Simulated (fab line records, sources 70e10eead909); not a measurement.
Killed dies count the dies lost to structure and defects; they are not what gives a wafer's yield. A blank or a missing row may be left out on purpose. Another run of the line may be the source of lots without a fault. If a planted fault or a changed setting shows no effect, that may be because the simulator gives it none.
Comparing a struck lot with a sound one | flow nand_harc | 15 steps out of a route of 1159
Sound: wafers L822.2, L822.4, L822.6. Wafers L830.3, L830.4, L830.6 were the ones struck. The cause comes at the end.
Each step with rows lists, per side, the tool, then ch with its chambers, then its first start. Under that, the readings that differ: sound wafers | struck wafers | difference of the means | sigmas: that difference in standard deviations of wafers without a fault.
alike: readings whose means differ by less than 2 such deviations, and words and numbers that are the same on both sides. not compared: withheld readings, readings that some wafer has no value for, bounds like >300 that may hide the same value, and numbers for which the record gives no deviation and whose values overlap.
A row with sigmas, a row that says differs or no value, or rows on one side alone: a step with any of these is where the two part. When numbers do not overlap yet have no deviation, they are printed without sigmas and do not part them. A reading that every wafer of one side lacks parts them only if that side has two wafers or more.

first, 3 steps without rows for these wafers: NHARC_A_M1_EXPOSE_06 (exposes mask A M1, target cd 120 nm); NHARC_A_M1_PEB_07 (peb time 65 s); NHARC_A_M1_DEVELOP_08 (develop time 35 s).
NHARC_A_M1_CD_MEAS_09 targets a cd of 120 nm.
  sound on cd_sem-03 ch 0, day 20 04:11; struck on cd_sem-01 ch 0, day 22 07:43
  alike: cd_nm
NHARC_A_M1_OVL_MEAS_10: pitch 240 nm.
  sound on overlay-02 at day 20 04:16; struck on overlay-01 at day 22 07:47
  alike: overlay_x_nm, overlay_y_nm
NHARC_A_M1_INSPECT_11:
  sound on defect_inspect-01 at day 20 04:18; struck on defect_inspect-02 at day 22 07:50
  alike: raw_defect_count
NHARC_A_M1_DESCUM_14: chemistry O2, time 3 s.
  sound on rie_diel-05 ch 1,3, day 20 04:22; struck on rie_diel-05 ch 0,3, day 22 07:53
  alike: drypump_motor_current_A, oes_product_au, rf_vpp_V, showerhead_plenum_p_Torr, throttle_valve_pct
  not compared: rf_hours_counter_h
NHARC_A_M1_ETCH_35: etches the open film in N2/H2, target depth 40 nm, overetch 12 nm, time 43.94 s.
  sound on rie_diel-05 ch 0,2,3, day 20 04:26; struck on rie_diel-05 ch 0,2,3, day 22 07:58
  alike: drypump_motor_current_A, oes_product_au, rf_vpp_V, showerhead_plenum_p_Torr, throttle_valve_pct
  not compared: rf_hours_counter_h
NHARC_A_M1_ETCH_15: etches the open film in C4F8/Ar, target depth 182.5 nm, time 91.2 s.
  sound: rie_diel-05 ch 0,1; struck: rie_diel-05 ch 1,2
  alike: oes_product_au, rf_vpp_V
  not compared: rf_hours_counter_h
NHARC_A_M1_CD_MEAS_16:
  sound on cd_sem-03 at day 20 04:40; struck on cd_sem-01 at day 22 08:12
  alike: cd_nm
NHARC_A_M1_STRIP_18: strips in N2/H2.
  sound on rie_diel-02 ch 1,3, day 20 04:46; struck on rie_diel-10 ch 2,3, day 22 08:16
  alike: drypump_motor_current_A, oes_product_au, power_w, rf_vpp_V, showerhead_plenum_p_Torr, throttle_valve_pct
  not compared: rf_hours_counter_h
then, 1 step without rows for these wafers: NHARC_A_M1_ETCH_28 (etches the open film in CF4/N2, target depth 30 nm, time 72.99 s).
NHARC_A_M1_STRIP_19: strips in post etch residue remover, time 600 s.
  sound on wet_bench-10 ch 0,5,6, day 20 05:07; struck on wet_bench-10 ch 2,3,6, day 22 08:39
  reading          | sound             | struck            | difference | sigmas
  run_length_s (s) | 601.3 605.6 602.3 | 727.1 726.6 726.5 | +123.7     | +99 or more
NHARC_A_M1_DEGAS_29: time 60 s.
  sound on pvd_sputter-02 at day 20 05:23; struck on pvd_sputter-03 at day 22 08:55
  alike: heater_power_w
NHARC_END_SORT_01:
  the record has rows for the sound wafers here (prober-01 ch 0, day 21 17:37) and none for the struck ones

== WHERE THEY PART ==
Last at NHARC_END_SORT_01 as far as this record goes, first at NHARC_A_M1_STRIP_19.

WHY: what had been put in by the simulator
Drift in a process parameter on wet_bench-10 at NHARC_A_M1_STRIP_19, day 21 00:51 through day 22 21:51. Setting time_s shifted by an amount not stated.
